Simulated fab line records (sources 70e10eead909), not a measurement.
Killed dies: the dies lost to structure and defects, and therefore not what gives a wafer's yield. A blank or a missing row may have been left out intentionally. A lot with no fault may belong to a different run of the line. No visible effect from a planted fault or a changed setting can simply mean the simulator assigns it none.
Comparing a struck lot with a sound one	flow nandHarc	13 out of 1302 route steps
Sound: wafers L439.3, L439.4, L439.5. Struck: wafer L431.2 (left out: L431.1, L431.4 of the same lot, which were not struck); the cause appears at the end.
Per side, at each step with rows, come the tool, then ch with its chambers, and then its first start. Under that, the readings that differ: sound wafers	struck wafers	difference of the means	sigmas: that difference in standard deviations of wafers without a fault.
alike: readings whose means differ by less than 2 such deviations, and words and numbers that are the same on both sides. not compared: withheld readings, readings that some wafer has no value for, bounds like >300 that may hide the same value, and numbers for which the record gives no deviation and whose values overlap.
Wherever a step has rows on one side only, a row that says differs or no value, or a row with sigmas, the two part there. Numbers that have no deviation but don't overlap get no sigmas and don't part them. A reading that every wafer of one side lacks parts them only if that side has two wafers or more.

first, 1 step without rows for these wafers: NHARC_A_WL_FILL_CVD_03 (deposits W, target thk 40 nm, time 279 s).
NHARC_A_WL_FILL_ETCHBACK_04: etches the open film in NF3, target depth 60 nm, time 120 s.
  sound on rieMetal-02 ch 0,1, day 28 15:19; struck on rieMetal-02 ch 1, day 25 13:54
reading	sound	struck	difference	sigmas
rfHoursCounterH (h)	- - -	2.2	no value on the sound wafers	
  alike: drypumpMotorCurrentA, oesProductAu
then, 1 step without rows for these wafers: NHARC_A_WL_FILL_ETCHBACK_05 (etches the open film in Cl2/BCl3, target depth 22 nm, time 60 s).
NHARC_A_WL_FILL_STRIP_27: strips in N2/H2, time 20 s.
  sound on plasmaAsher-02 ch 0,1, day 28 15:41; struck on plasmaAsher-02 ch 1, day 25 14:17
reading	sound	struck	difference	sigmas
rfHoursCounterH (h)	- - -	33	no value on the sound wafers	
tempC (C)	249.87 250.12 249.95	250.45	+0.47	+2
  alike: drypumpMotorCurrentA, heaterPowerW
then, 4 steps without rows for these wafers: NHARC_A_WL_FILL_STRIP_28 (strips in post etch residue remover, time 1200 s); NHARC_A_WL_FILL_PRECLEAN_06 (cleans in DIW, time 300 s); NHARC_A_WL_FILL_SRD_07; NHARC_A_WL_FILL_ANNEAL_08 (time 1800 s).
NHARC_A_WL_FILL_ALD_10: deposits SiO2, target thk 50 nm, pulse time 10 s, ald cycles 500.
  sound on aldHk-02 ch 0,2,3, day 29 00:23; struck on aldHk-01 ch 2, day 25 19:53
  alike: heaterPowerW, precursorPulseHeightRel
NHARC_A_WL_FILL_ETCHBACK_16: etches the open film in C4F8/O2/Ar, target depth 120 nm, time 24 s.
  sound on rieDiel-05 ch 0,2,3; struck on rieDiel-04 ch 1
  alike: oesProductAu, rfVppV
  not compared: rfHoursCounterH
NHARC_A_WL_FILL_STRIP_29: strips in O2, time 20 s.
  sound on rieDiel-05 ch 0,1,2, day 29 05:09; struck on rieDiel-04 ch 3, day 26 00:38
  alike: drypumpMotorCurrentA, mfcArSccm, oesProductAu, rfVppV, showerheadPlenumPTorr, throttleValvePct
  not compared: rfHoursCounterH
NHARC_A_WL_FILL_ETCHBACK_17: etches the open film in Cl2/BCl3, target depth 4 nm, time 26.7 s.
  sound on rieMetal-03 ch 0,1, day 29 05:17; struck on rieMetal-03 ch 0, day 26 00:43
reading	sound	struck	difference	sigmas
oesProductAu (a.u.)	0.981 0.975 0.989	0.804	-0.178	-16
rfHoursCounterH (h)	- - -	1.4	no value on the sound wafers	
  alike: drypumpMotorCurrentA
then, 1 step without rows for these wafers: NHARC_A_WL_FILL_PRECLEAN_18 (cleans in dHF, time 30 s).

WHERE THEY PART
At NHARC_A_WL_FILL_ETCHBACK_04 first; at NHARC_A_WL_FILL_ETCHBACK_17 last (within this record only).

WHY: what the simulator had put in
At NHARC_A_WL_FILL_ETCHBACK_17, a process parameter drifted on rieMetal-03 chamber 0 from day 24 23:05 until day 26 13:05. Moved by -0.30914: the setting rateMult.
